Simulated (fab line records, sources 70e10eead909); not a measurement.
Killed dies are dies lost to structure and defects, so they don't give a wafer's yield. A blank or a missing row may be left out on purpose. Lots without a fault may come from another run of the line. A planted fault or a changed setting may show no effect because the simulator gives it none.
fab line records | flow nand_harc
record lots=15 wafers=45 last_day=24
route steps=1159 shown P_GATE@207 P_M0@253
lots that met no fault: from a run of the same line without faults
start_h: hours from the record's first day to the start of the lot's first wafer shown | wait_h: hours since the lot's step before | " the same as in the row above | L1.1+2: a row that stands for several wafers | - no value, or no start given | * or withheld: withheld | < > ~ a bound
route shown NAME@n: a module of which the file shows steps, and the number in the route of the first | usual: mean/standard deviation of fault-free wafers | same: alike in all rows | chamber/n: place in a boat | sites: the reading at each site | _std_site: their standard deviation | _edge_site: outer sites' mean less inner sites' | radius_mm: how far each site lies from the wafer's centre | mask NAME#n: copy n | behind: the tool/chamber that last shaped the wafer | hold: why the lot was held/for how many hours/how that ended | device: the transistor (n, p or np) that didn't switch | end of line: the same wafers' tests at the end of the route | a step without rows: its recipe alone | killed: dies lost to structure and defects at the first sort, not the wafer's yield | map: a wafer's dies, x killed, . not, _ none there
set.NAME: the setting as run; set.NAME@STEP: as run at that earlier step | model.NAME: the simulator's own value behind a step, which no gauge read
steps of the route over a sample of lots; a table a step, a row a wafer
services: from which hour (start_h, from the record's first day; less than 0 if before it) a tool's chamber was out of use, for how many hours, and why
## steps
# step NHARC_P_GATE_RTA_64
# recipe temp_c=1050 time_s=1
# usual lamp_power_pct=33.3/1.4 lamp_zone_6_pct=33.3/1.4 wafer_temp_C_max=1054.2/0.88
# columns lot.wafer tool chamber start_h wait_h lamp_power_pct lamp_zone_6_pct wafer_temp_C_max
L494.1 rtp_anneal-02 0 111.20 - 34.7 34.7 1053.2
L494.5 " 0 " " 34.8 34.6 1052.4
L494.6 " 0 " " 34.7 34.7 1053.2
L495.2 rtp_anneal-01 0 112.67 - 32.0 31.9 1054.2
L495.3 " 0 " " 32.0 31.8 1053.4
L495.4 " 0 " " 31.9 31.9 1054.4
L496.1 rtp_anneal-02 0 115.65 - 34.7 34.6 1054.6
L496.2 " 0 " " 34.6 34.6 1055.3
L496.4 " 0 " " 34.6 34.6 1053.5
L498.3 rtp_anneal-02 0 129.41 - 34.7 34.6 1055.2
L498.5 " 0 " " 34.7 34.6 1053.2
L498.6 " 0 " " 34.7 34.6 1053.4
L500.1 rtp_anneal-01 0 145.85 - 31.9 31.9 1054.8
L500.2 " 0 " " 31.9 31.9 1054.2
L500.6 " 0 " " 32.0 31.9 1055.4
L501.2 rtp_anneal-01 0 148.05 - 31.9 31.9 1054.3
L501.3 " 0 " " 31.9 31.9 1054.6
L501.5 " 0 " " 31.9 31.9 1055.3
L502.3 rtp_anneal-01 0 152.28 - 31.9 31.9 1054.7
L502.4 " 0 " " 31.9 31.9 1056.1
L502.6 " 0 " " 32.0 31.9 1054.1
L505.2 rtp_anneal-02 0 182.12 - 34.6 34.6 1052.9
L505.3 " 0 " " 34.7 34.6 1053.7
L505.6 " 0 " " 34.7 34.6 1054.9
L506.3 rtp_anneal-01 0 183.54 - 32.0 31.9 1053.6
L506.4 " 0 " " 31.9 31.8 1054.5
L506.5 " 0 " " 32.0 31.9 1055.7
L508.1 rtp_anneal-02 0 188.11 - 34.7 34.7 1054.6
L508.4 " 0 " " 34.7 34.7 1055.9
L508.5 " 0 " " 34.7 34.6 1055.0
L510.1 rtp_anneal-01 0 200.16 - 31.9 31.9 1054.9
L510.3 " 0 " " 32.0 31.9 1053.7
L510.5 " 0 " " 32.0 31.9 1054.5
L513.1 rtp_anneal-02 0 218.52 - 34.7 34.6 1057.1
L513.5 " 0 " " 34.7 34.6 1053.5
L513.6 " 0 " " 34.7 34.6 1054.4
L514.1 rtp_anneal-01 0 219.03 - 31.9 31.9 1054.2
L514.4 " 0 " " 32.0 31.9 1053.2
L514.6 " 0 " " 31.9 31.9 1053.5
L515.2 rtp_anneal-01 0 236.85 - 31.8 31.9 1054.5
L515.3 " 0 " " 32.0 31.9 1053.9
L515.6 " 0 " " 31.8 31.9 1055.7
L517.2 rtp_anneal-01 0 246.67 - 31.9 31.9 1054.3
L517.3 " 0 " " 31.9 31.8 1054.3
L517.5 " 0 " " 31.8 31.8 1055.2
# step NHARC_P_M0_DEP_00
# recipe target_thk_a=1500 target_thk_nm=150 temp_c=withheld pressure_torr=5 flow_sccm=200 rf_w=600 material=SiOC
# usual chamber_pressure_Torr=5.000/0.012 rf_fwd_power_W=598.9/1.9
# columns lot.wafer tool chamber start_h wait_h chamber_pressure_Torr rf_fwd_power_W
L494.1 pecvd-01 2 122.16 0.1 5.006 599.5
L494.6 " 0 " " 4.975 596.5
L494.5 " 1 " " 5.009 598.4
L495.3 pecvd-04 1 123.45 0.1 5.018 597.7
L495.2 " 2 " " 4.997 599.0
L495.4 " 1 " " 5.011 594.4
L496.2 pecvd-01 2 124.00 0.1 5.006 600.3
L496.1 " 0 " " 5.000 600.1
L496.4 " 1 " " 5.010 600.2
L498.3 pecvd-03 1 137.65 0.1 4.986 602.8
L498.6 " 1 " " 4.992 601.4
L498.5 " 0 " " 5.012 596.7
L500.1 pecvd-04 0 152.30 0.1 5.002 598.5
L500.2 " 1 " " 5.007 600.7
L500.6 " 2 " " 5.000 593.6
L501.2 pecvd-01 1 155.82 0.1 5.019 598.1
L501.3 " 2 " " 4.988 602.3
L501.5 " 1 " " 5.011 596.9
L502.3 pecvd-01 0 158.98 0.2 5.014 600.6
L502.4 " 1 " " 5.010 598.1
L502.6 " 0 " " 4.997 601.0
L505.3 pecvd-04 2 190.94 0.1 - -
L505.2 " 0 " " - -
L505.6 " 0 " " - -
L506.3 pecvd-01 0 191.47 0.1 - -
L506.4 " 2 " " - -
L506.5 " 1 " " - -
L508.1 pecvd-04 2 194.35 0.1 - -
L508.4 " 2 " " - -
L508.5 " 0 " " - -
L510.3 pecvd-04 0 217.06 0.1 5.011 599.1
L510.1 " 1 " " 4.987 599.0
L510.5 " 1 " " 5.010 599.1
L513.1 pecvd-04 0 225.95 0.1 5.010 598.3
L513.5 " 0 " " 5.010 597.5
L513.6 " 1 " " 4.980 601.5
L514.1 pecvd-01 2 226.07 0.1 5.013 595.7
L514.6 " 1 " " 4.999 597.7
L514.4 " 0 " " 4.993 604.0
L515.2 pecvd-04 0 243.03 0.1 4.994 599.1
L515.3 " 1 " " 4.991 597.0
L515.6 " 1 " " 4.986 597.2
L517.2 pecvd-03 0 252.92 0.1 5.009 599.0
L517.3 " 1 " " 4.989 597.3
L517.5 " 0 " " 4.972 598.0
# step NHARC_P_M0_STRIP_18
# recipe power_w=1000 n2_flow_sccm=150 h2_flow_sccm=150 ar_flow_sccm=0 bias_w=0 chemistry=N2/H2
# usual drypump_motor_current_A=5.6/0.41 mfc_ar_sccm=0.002/0.0042 n2_flow_sccm=149.9/0.43 oes_product_au=0.999/0.012 rf_vpp_V=90.9/0.97 showerhead_plenum_p_Torr=2.09/0.088 throttle_valve_pct=14.169/0.0094
# columns lot.wafer tool chamber start_h wait_h drypump_motor_current_A mfc_ar_sccm n2_flow_sccm oes_product_au rf_hours_counter_h rf_vpp_V showerhead_plenum_p_Torr throttle_valve_pct
L494.1 rie_diel-08 3 123.63 0.2 5.1 0.001 150.7 1.021 13 89.9 1.92 14.166
L494.6 " 0 " " 5.8 0 150.2 1.014 - 92.4 2.07 14.171
L494.5 " 1 " " 5.4 0 150.8 1.018 - 90.8 2.11 14.169
L495.2 rie_diel-01 1 124.67 0.1 6.3 0.008 149.3 0.998 10 91.2 2.06 14.168
L495.4 " 2 " " 5.2 0 149.7 0.993 10 92.3 2.20 14.176
L495.3 " 0 " " 6.0 0.003 150.6 0.995 9 89.0 1.92 14.168
L496.2 rie_diel-03 1 125.38 0.1 5.6 0 150.4 1.023 5 92.6 2.19 14.172
L496.1 " 2 " " 5.9 0.019 150.1 0.986 5 90.2 2.08 14.153
L496.4 " 3 " " 5.8 0 149.0 0.978 4 91.4 2.11 14.177
L498.3 rie_diel-08 0 139.08 0.1 5.8 0 150.0 0.997 0 90.4 2.07 14.162
L498.6 " 0 " " 5.8 0 150.3 1.002 - 90.1 2.07 14.172
L498.5 " 1 " " 5.4 0 150.4 0.979 - 91.0 2.11 14.182
L500.2 rie_diel-03 2 153.67 0.1 5.9 0.019 150.2 0.985 8 90.7 2.08 14.163
L500.1 " 3 " " 5.7 0 150.0 0.995 7 92.4 2.11 14.166
L500.6 " 0 " " 5.5 0 149.8 1.001 - 91.1 2.13 14.169
L501.3 rie_diel-01 1 157.26 0.1 6.3 0.008 150.5 1.008 1 90.6 2.06 14.161
L501.2 " 2 " " 5.2 0 150.5 1.020 1 91.4 2.20 14.173
L501.5 " 3 " " 5.9 0.004 149.7 1.015 - 92.2 2.13 14.184
L502.3 rie_diel-08 3 160.24 0.1 5.1 0.001 150.0 1.008 1 90.4 1.92 14.189
L502.4 " 0 " " 5.9 0 149.7 1.001 2 90.0 2.07 14.168
L502.6 " 1 " " 5.4 0 149.1 0.993 - 91.1 2.11 14.155
L505.2 rie_diel-01 0 192.28 0.1 6.0 0.003 149.8 0.993 4 90.0 1.92 14.168
L505.3 " 3 " " 5.9 0.004 149.8 1.002 3 92.2 2.13 14.167
L505.6 " 0 " " 6.0 0.003 149.5 0.997 - 91.3 1.92 14.165
L506.3 rie_diel-01 0 192.81 0.1 6.0 0.003 149.5 1.008 4 90.2 1.92 14.159
L506.4 " 2 " " 5.2 0 149.5 1.011 3 91.5 2.20 14.191
L506.5 " 0 " " 6.0 0.003 149.6 1.000 - 90.7 1.92 14.181
L508.4 rie_diel-08 1 195.80 0.1 5.4 0 150.7 0.982 4 89.5 2.11 14.187
L508.1 " 2 " " 4.8 0 149.5 0.984 4 91.1 2.13 14.189
L508.5 " 3 " " 5.1 0.001 150.0 1.003 - 89.6 1.92 14.174
L510.3 rie_diel-08 3 218.44 0.1 5.1 0.001 149.7 0.993 5 89.5 1.91 14.181
L510.1 " 0 " " 5.8 0 149.8 0.987 6 90.8 2.06 14.176
L510.5 " 3 " " 5.1 0.001 150.3 0.990 - 90.3 1.92 14.165
L513.1 rie_diel-01 3 227.37 0.1 5.8 0.004 149.5 1.005 5 91.1 2.13 14.154
L513.6 " 2 " " 5.2 0 150.1 1.003 - 91.8 2.20 14.175
L513.5 " 3 " " 5.8 0.004 149.3 1.003 - 91.9 2.13 14.175
L514.4 rie_diel-03 3 227.49 0.1 5.8 0 149.1 0.981 0 91.0 2.11 14.154
L514.1 " 1 " " 5.6 0 149.4 1.014 0 91.4 2.19 14.169
L514.6 " 0 " " 5.5 0 149.5 0.966 - 90.2 2.13 14.166
L515.2 rie_diel-03 1 244.48 0.1 5.6 0 149.7 1.017 1 90.7 2.19 14.163
L515.3 " 3 " " 5.8 0 149.7 1.000 1 90.8 2.11 14.167
L515.6 " 0 " " 5.4 0 148.9 0.979 - 90.7 2.13 14.181
L517.3 rie_diel-08 1 254.18 0.1 5.4 0 150.2 0.978 8 91.0 2.11 14.164
L517.2 " 3 " " 5.1 0.001 149.3 0.996 7 90.6 1.91 14.169
L517.5 " 0 " " 5.9 0 149.3 0.993 - 90.0 2.06 14.156
# step NHARC_P_M0_PRE_CLEAN_29
# recipe time_s=30 temp_c=280 gas=H2/He
# usual heater_power_w=391/30
# columns lot.wafer tool chamber start_h wait_h heater_power_w
L494.1 pvd_sputter-03 - - - 376
L494.6 " - " " 427
L494.5 " - " " 388
L495.4 pvd_sputter-02 - - - 398
L495.2 " - " " 382
L495.3 " - " " 364
L496.2 pvd_sputter-03 - - - 443
L496.4 " - " " 374
L496.1 " - " " 368
L498.3 pvd_sputter-02 - - - 354
L498.5 " - " " 355
L498.6 " - " " 410
L500.1 pvd_sputter-01 - - - 435
L500.2 " - " " 412
L500.6 " - " " 429
L501.3 pvd_sputter-02 - - - 400
L501.2 " - " " 354
L501.5 " - " " 407
L502.3 pvd_sputter-02 - - - 385
L502.4 " - " " 362
L502.6 " - " " 359
L505.2 pvd_sputter-02 - - - 369
L505.3 " - " " 374
L505.6 " - " " 356
L506.3 pvd_sputter-01 - - - 357
L506.4 " - " " 431
L506.5 " - " " 423
L508.1 pvd_sputter-02 - - - 351
L508.4 " - " " 409
L508.5 " - " " 374
L510.1 pvd_sputter-03 - - - 375
L510.3 " - " " 375
L510.5 " - " " 371
L513.1 pvd_sputter-02 - - - 377
L513.5 " - " " 372
L513.6 " - " " 372
L514.4 pvd_sputter-03 - - - 437
L514.1 " - " " 381
L514.6 " - " " 419
L515.2 pvd_sputter-02 - - - 372
L515.3 " - " " 374
L515.6 " - " " 359
L517.3 pvd_sputter-03 - - - 441
L517.2 " - " " 379
L517.5 " - " " 431
## services
# columns tool chamber start_h hours kind
pvd_sputter-03 - 89.56 5.0 repair
pecvd-03 0 92.47 4.0 repair
pecvd-01 0 99.34 8.4 repair
pvd_sputter-03 - 102.02 10.0 pm
rie_diel-08 0 108.26 11.1 repair
pecvd-03 - 111.00 13.0 pm
rie_diel-08 3 113.28 4.1 repair
rie_diel-08 - 124.80 9.0 pm
rie_diel-03 0 132.94 2.5 repair
pvd_sputter-03 - 136.77 1.8 repair
rie_diel-01 - 137.80 9.0 pm
pvd_sputter-01 - 158.00 10.0 pm
pecvd-04 - 195.32 13.0 pm
pecvd-04 0 195.32 13.0 vent_cycle
pvd_sputter-03 - 201.02 6.9 repair
pvd_sputter-02 - 206.51 0.8 repair
rie_diel-01 1 209.32 3.8 repair
pvd_sputter-02 - 214.01 10.0 pm
pecvd-01 - 214.97 0.8 repair
rie_diel-03 - 215.30 9.0 pm
pecvd-04 - 229.70 0.8 repair
rie_diel-03 - 234.95 1.7 repair
pecvd-01 - 237.00 13.0 pm
pecvd-04 - 240.67 0.9 repair
## key
first_sign step=NHARC_P_M0_DEP_00 reading=tool_record direction=missing
effect none on later readings
met_at NHARC_P_M0_DEP_00
struck_lots L505,L506,L508
later_rows_left_out L505.2,L505.3,L505.6,L506.3,L506.4,L506.5,L508.1,L508.4,L508.5
sort_left_out L505.2,L505.3,L505.6,L506.3,L506.4,L506.5,L508.1,L508.4,L508.5
not_acting_at NHARC_P_GATE_RTA_64,NHARC_P_M0_STRIP_18,NHARC_P_M0_PRE_CLEAN_29
onset_between 158.98 190.94
fault kind=skipped_step_whole tool=pecvd-01,pecvd-04 chamber=- onset_h=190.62 steps=NHARC_P_M0_DEP_00 scope=struck_lots_only
# sort_left_out: the simulated sort isn't trusted on such a fault, so these wafers' sort isn't shown, and their yield isn't known
# later_rows_left_out: the simulator's readings of these wafers behind a module that went badly wrong aren't trusted and aren't shown, but for the sort
